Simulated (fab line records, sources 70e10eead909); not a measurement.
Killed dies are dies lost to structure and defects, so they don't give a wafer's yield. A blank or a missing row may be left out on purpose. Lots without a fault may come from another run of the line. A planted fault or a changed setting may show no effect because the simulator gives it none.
fab line records | flow nand_harc | part 2 of 2: steps 27 to 42 of 42
record lots=5 wafers=15 last_day=31
route steps=1302 shown A_CONTACT@1106 A_BLC@1107 A_M0@1137
lots that met no fault: from a run of the same line without faults
start_h: hours from the record's first day to the start of the lot's first wafer shown | wait_h: hours since the lot's step before | " the same as in the row above | L1.1+2: a row that stands for several wafers | - no value, or no start given | * or withheld: withheld | < > ~ a bound
route shown NAME@n: a module of which the file shows steps, and the number in the route of the first | usual: mean/standard deviation of fault-free wafers | same: alike in all rows | chamber/n: place in a boat | sites: the reading at each site | _std_site: their standard deviation | _edge_site: outer sites' mean less inner sites' | radius_mm: how far each site lies from the wafer's centre | mask NAME#n: copy n | behind: the tool/chamber that last shaped the wafer | hold: why the lot was held/for how many hours/how that ended | device: the transistor (n, p or np) that didn't switch | end of line: the same wafers' tests at the end of the route | a step without rows: its recipe alone | killed: dies lost to structure and defects at the first sort, not the wafer's yield | map: a wafer's dies, x killed, . not, _ none there
set.NAME: the setting as run; set.NAME@STEP: as run at that earlier step | model.NAME: the simulator's own value behind a step, which no gauge read
lots at some steps of the route; a table a step, a row a wafer
services: from which hour (start_h, from the record's first day; less than 0 if before it) a tool's chamber was out of use, for how many hours, and why
## steps
# step NHARC_A_BLC_CVD_24
# recipe target_thk_a=1500 temp_c=300 pressure_torr=40 wf6_flow_sccm=40 h2_flow_sccm=1600 ar_flow_sccm=1560 time_s=434 material=W
# usual heater_power_outer_w=273/47 heater_power_w=485/69 mfc_wf6_sccm=39.97/0.13 throttle_valve_pct=8.04/0.25
# columns lot.wafer tool chamber start_h wait_h heater_power_outer_w heater_power_w mfc_wf6_sccm throttle_valve_pct
L074.1 cvd_w-01 0 - - 221 418 39.88 7.66
L074.4 " 1 " " 268 464 39.97 7.99
L074.3 " 0 " " 212 413 40.01 7.79
L080.4 cvd_w-01 1 - - 259 475 39.82 7.87
L080.3 " 0 " " 219 412 39.96 8.26
L080.6 " 1 " " 269 464 39.84 7.83
L086.1 cvd_w-01 0 - - 217 427 39.98 7.85
L086.4 " 0 " " 223 416 39.87 7.90
L086.6 " 1 " " 267 459 40.07 7.99
L087.1 cvd_w-02 1 - - 352 613 39.90 8.22
L087.4 " 1 " " 346 625 39.93 8.36
L087.6 " 1 " " 350 607 40.00 8.29
L094.1 cvd_w-01 1 - - 269 484 40.03 7.72
L094.3 " 0 " " 221 422 40.14 8.04
L094.6 " 0 " " 217 419 40.23 8.12
# step NHARC_A_BLC_CMP_25
# recipe t_overpolish_s=30 target_thk_nm=150
# usual motor_current_A=12.4/1.1 overpolish_run_s=29.999/0.0086 time_to_endpoint_s=30.3/2.4
# columns lot.wafer tool chamber start_h wait_h motor_current_A overpolish_run_s time_to_endpoint_s
L074.4 cmp-02 2 540.22 0.3 11.3 30.000 31.6
L074.3 " 3 " " 12.5 30.004 31.8
L074.1 " 0 " " 13.5 29.996 29.4
L080.3 cmp-01 3 586.63 0.2 12.7 30.001 30.7
L080.4 " 2 " " 14.1 30.002 28.7
L080.6 " 3 " " 13.0 30.007 30.6
L086.1 cmp-02 2 633.46 0.5 12.3 29.995 26.8
L086.4 " 3 " " 13.0 30.023 29.7
L086.6 " 1 " " 11.4 29.993 26.8
L087.1 cmp-03 2 663.67 0.5 9.8 30.003 35.9
L087.4 " 3 " " 12.4 30.013 30.4
L087.6 " 2 " " 9.6 29.999 33.1
L094.3 cmp-03 2 707.86 0.3 10.5 30.011 33.4
L094.1 " 3 " " 12.1 29.989 30.7
L094.6 " 3 " " 12.4 30.006 32.2
# step NHARC_A_BLC_SRD_27
# columns lot.wafer tool chamber start_h wait_h
L074.3+1+4 wet_bench-05 0,2,3 540.52 0.0
L080.4+6+3 wet_bench-01 7,0,1 586.95 0.0
L086.6+4+1 wet_bench-05 3,7,0 633.76 0.0
L087.1+6+4 wet_bench-01 2,5,6 663.96 0.0
L094.1+6+3 wet_bench-06 3,5,6 708.18 0.0
# step NHARC_A_BLC_INSPECT_28
# usual raw_defect_count=531/110
# columns lot.wafer tool chamber start_h wait_h raw_defect_count
L074.1 defect_inspect-01 - 540.60 0.1 460
L074.3 " - " " 481
L074.4 " - " " 414
L080.3 defect_inspect-01 - 587.03 0.1 678
L080.4 " - " " 541
L080.6 " - " " 483
L086.1 defect_inspect-01 - 633.84 0.1 444
L086.4 " - " " 428
L086.6 " - " " 492
L087.1 defect_inspect-01 - 664.04 0.1 792
L087.4 " - " " 732
L087.6 " - " " 848
L094.1 defect_inspect-01 - 708.26 0.1 415
L094.3 " - " " 427
L094.6 " - " " 434
# step NHARC_A_M0_DEP_00
# recipe target_thk_a=1500 target_thk_nm=150 temp_c=withheld pressure_torr=5 flow_sccm=200 rf_w=600 material=SiOC
# columns lot.wafer tool chamber start_h wait_h
L074.1+3+4 pecvd-04 1,2,1 540.71 0.1
L080.3+4+6 pecvd-01 0,1,0 587.19 0.2
L086.1+4+6 pecvd-03 1,0,1 633.95 0.1
L087.1+4+6 pecvd-04 1,1,0 664.11 0.1
L094.1+3+6 pecvd-04 0,2,0 708.33 0.1
# step NHARC_A_M0_DEHYDRATE_01
# recipe temp_c=150 time_s=120
# columns lot.wafer tool chamber start_h wait_h
L074.1+3+4 litho_track-04 0 541.07 -
L080.3+4+6 litho_track-06 0 587.50 -
L086.1+4+6 litho_track-04 0 634.31 -
L087.1+4+6 litho_track-04 0 664.52 -
L094.1+3+6 litho_track-01 0 708.74 -
# step NHARC_A_M0_HMDS_02
# recipe time_s=30
# columns lot.wafer tool chamber start_h wait_h
L074.1+3+4 litho_track-04 0 - -
L080.3+4+6 litho_track-06 0 - -
L086.1+4+6 litho_track-04 0 - -
L087.1+4+6 litho_track-04 0 - -
L094.1+3+6 litho_track-01 0 - -
# step NHARC_A_M0_COAT_33
# recipe temp_c=200 time_s=65
# columns lot.wafer tool chamber start_h wait_h
L074.1+3+4 litho_track-04 0 - -
L080.3+4+6 litho_track-06 0 - -
L086.1+4+6 litho_track-04 0 - -
L087.1+4+6 litho_track-04 0 - -
L094.1+3+6 litho_track-01 0 - -
# step NHARC_A_M0_COAT_03
# recipe spin_rpm=1500 resist_thk_nm=90
# columns lot.wafer tool chamber start_h wait_h
L074.1+3+4 litho_track-04 0 - -
L080.3+4+6 litho_track-06 0 - -
L086.1+4+6 litho_track-04 0 - -
L087.1+4+6 litho_track-04 0 - -
L094.1+3+6 litho_track-01 0 - -
# step NHARC_A_M0_SOFTBAKE_04
# recipe temp_c=105 time_s=55
# columns lot.wafer tool chamber start_h wait_h
L074.1+3+4 litho_track-04 0 - -
L080.3+4+6 litho_track-06 0 - -
L086.1+4+6 litho_track-04 0 - -
L087.1+4+6 litho_track-04 0 - -
L094.1+3+6 litho_track-01 0 - -
# step NHARC_A_M0_EBR_05
# columns lot.wafer tool chamber start_h wait_h
L074.1+3+4 litho_track-04 0 - -
L080.3+4+6 litho_track-06 0 - -
L086.1+4+6 litho_track-04 0 - -
L087.1+4+6 litho_track-04 0 - -
L094.1+3+6 litho_track-01 0 - -
# step NHARC_A_M0_EXPOSE_06
# recipe na=1.35 target_cd_nm=80 dose_mj=83.25 mask_id=A_M0
# columns lot.wafer tool chamber start_h wait_h mask
L074.1+3+4 arfi_scanner-02 0 541.23 - A_M0#0
L080.3+4+6 arfi_scanner-02 0 587.80 - A_M0#0
L086.1+4+6 arfi_scanner-03 0 634.48 - A_M0#0
L087.1+4+6 arfi_scanner-02 0 664.81 - A_M0#0
L094.1+3+6 arfi_scanner-03 0 709.02 - A_M0#0
# step NHARC_A_M0_PEB_07
# recipe peb_temp_c=100 peb_time_s=65
# columns lot.wafer tool chamber start_h wait_h
L074.1+3+4 litho_track-06 0 541.29 0.1
L080.3+4+6 litho_track-04 0 587.85 0.0
L086.1+4+6 litho_track-06 0 634.54 0.1
L087.1+4+6 litho_track-01 0 664.87 0.1
L094.1+3+6 litho_track-01 0 709.08 0.1
# step NHARC_A_M0_DEVELOP_08
# recipe develop_time_s=35 dev_temp_c=23
# columns lot.wafer tool chamber start_h wait_h
L074.1+3+4 litho_track-06 0 - -
L080.3+4+6 litho_track-04 0 - -
L086.1+4+6 litho_track-06 0 - -
L087.1+4+6 litho_track-01 0 - -
L094.1+3+6 litho_track-01 0 - -
# step NHARC_A_M0_CD_MEAS_09
# recipe target_cd_nm=80 landing_energy_ev=500
# usual cd_nm=80.2/0.54
# columns lot.wafer tool chamber start_h wait_h cd_nm
L074.1 cd_sem-03 0 541.37 - 81.3
L074.3 " 0 " " 79.7
L074.4 " 0 " " 80.1
L080.3 cd_sem-01 0 587.94 - 80.9
L080.4 " 0 " " 80.1
L080.6 " 0 " " 80.9
L086.1 cd_sem-01 0 634.62 - 79.8
L086.4 " 0 " " 79.5
L086.6 " 0 " " 80.0
L087.1 cd_sem-03 0 664.95 - 80.9
L087.4 " 0 " " 80.3
L087.6 " 0 " " 80.6
L094.1 cd_sem-03 0 709.16 - 80.2
L094.3 " 0 " " 79.5
L094.6 " 0 " " 81.2
# step NHARC_A_M0_OVL_MEAS_10
# recipe pitch_nm=160
# usual overlay_x_nm=0.0/0.71 overlay_y_nm=0.1/0.99
# columns lot.wafer tool chamber start_h wait_h overlay_x_nm overlay_y_nm
L074.1 overlay-01 - 541.46 - 0.8 0.8
L074.3 " - " " 0.3 1.5
L074.4 " - " " 0.5 1.1
L080.3 overlay-01 - 588.02 - -0.4 0.3
L080.4 " - " " 0.3 0.3
L080.6 " - " " 0.1 0.2
L086.1 overlay-01 - 634.71 - 0.1 0.7
L086.4 " - " " -0.2 0.3
L086.6 " - " " 0.1 0.5
L087.1 overlay-02 - 665.04 - -0.3 1.5
L087.4 " - " " -0.5 1.0
L087.6 " - " " -0.3 1.0
L094.1 overlay-01 - 709.25 - 0.2 1.4
L094.3 " - " " 0.0 1.1
L094.6 " - " " 0.4 1.1
## services
# columns tool chamber start_h hours kind
rie_diel-01 3 518.23 14.8 repair
rie_diel-13 - 519.00 9.0 pm
pvd_sputter-03 - 526.07 10.0 pm
litho_track-06 - 529.00 7.0 pm
rie_diel-01 1 541.13 11.0 repair
cvd_w-01 - 547.00 13.0 pm
rie_diel-13 0 547.53 12.4 repair
rie_diel-13 2 549.59 6.3 repair
litho_track-04 - 553.00 7.0 pm
rie_diel-01 - 559.01 9.0 pm
rie_diel-13 1 610.55 9.0 repair
arfi_scanner-02 - 625.86 1.3 repair
pvd_sputter-02 - 638.05 10.0 pm
rie_diel-07 1 643.41 9.1 repair
rie_diel-07 - 648.61 9.0 pm
rie_diel-01 2 655.21 1.5 repair
arfi_scanner-02 - 658.95 4.0 pm
pvd_sputter-03 - 664.59 1.8 repair
litho_track-01 - 680.00 7.0 pm
rie_diel-13 - 696.00 9.0 pm
litho_track-06 - 704.00 7.0 pm
pvd_sputter-03 - 704.07 10.0 pm
rie_diel-07 2 704.98 16.2 repair
rie_diel-13 2 708.44 4.5 repair
